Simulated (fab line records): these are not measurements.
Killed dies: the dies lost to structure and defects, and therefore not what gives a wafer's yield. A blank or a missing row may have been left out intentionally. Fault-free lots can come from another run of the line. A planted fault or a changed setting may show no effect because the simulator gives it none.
Which tool is to blame? / flow n5_finfet / 36 wafers sampled from 12 lots at 1 step of a route of 1938

== WHAT EACH GAUGE READ, for each wafer ==
N5_BEOL_M2_RS_MEAS_58: measurement is done with a four-point probe.
lot=L075; measured=day 7 09:34; on=film_metro-02; M2_RS (ohm/sq)=0.71 0.68 0.73
lot=L076; measured=day 7 11:02; on=film_metro-01; M2_RS (ohm/sq)=0.63 0.61 0.62
lot=L079; measured=day 8 14:37; on=film_metro-02; M2_RS (ohm/sq)=0.71 0.68 0.69
lot=L082; measured=day 9 03:21; on=film_metro-02; M2_RS (ohm/sq)=0.68 0.66 0.66
lot=L083; measured=day 9 14:26; on=film_metro-02; M2_RS (ohm/sq)=0.72 0.66 0.70
lot=L085; measured=day 10 05:35; on=film_metro-02; M2_RS (ohm/sq)=0.67 0.65 0.67
lot=L086; measured=day 10 14:46; on=film_metro-01; M2_RS (ohm/sq)=0.64 0.67 0.68
lot=L089; measured=day 10 22:29; on=film_metro-01; M2_RS (ohm/sq)=0.71 0.69 0.71
lot=L091; measured=day 11 11:28; on=film_metro-02; M2_RS (ohm/sq)=0.70 0.70 0.68
lot=L093; measured=day 11 22:19; on=film_metro-01; M2_RS (ohm/sq)=0.67 0.66 0.68
lot=L094; measured=day 12 15:08; on=film_metro-02; M2_RS (ohm/sq)=0.65 0.69 0.65
lot=L097; measured=day 14 05:25; on=film_metro-01; M2_RS (ohm/sq)=0.65 0.63 0.64

== TOOL THAT RAN EACH LOT (tool first, then ch and the chambers of the sampled wafers, then the start) ==
Before these readings, the record contains no process step.

== THE ANSWER, worked out from the rows above alone ==
Rule: usual is defined by the lots themselves. The widest of any qualifying gaps counts: lots, ordered by their means at a reading, are off when they make up no more than a third of the lots, leave a main group of 4 or more, and stand apart from it by 3 or more times the standard deviation of that group's means. The tables above print the reading to a certain number of digits; a main group whose means all agree to those digits is not used. Also off: a lot with no number at a reading for which 4 or more lots have one. The other lots that the step has rows for count as sound.
Across all readings shown, no lot is off: no conclusion can be drawn from this.

== WHAT THE SIMULATOR HAD PUT IN ==
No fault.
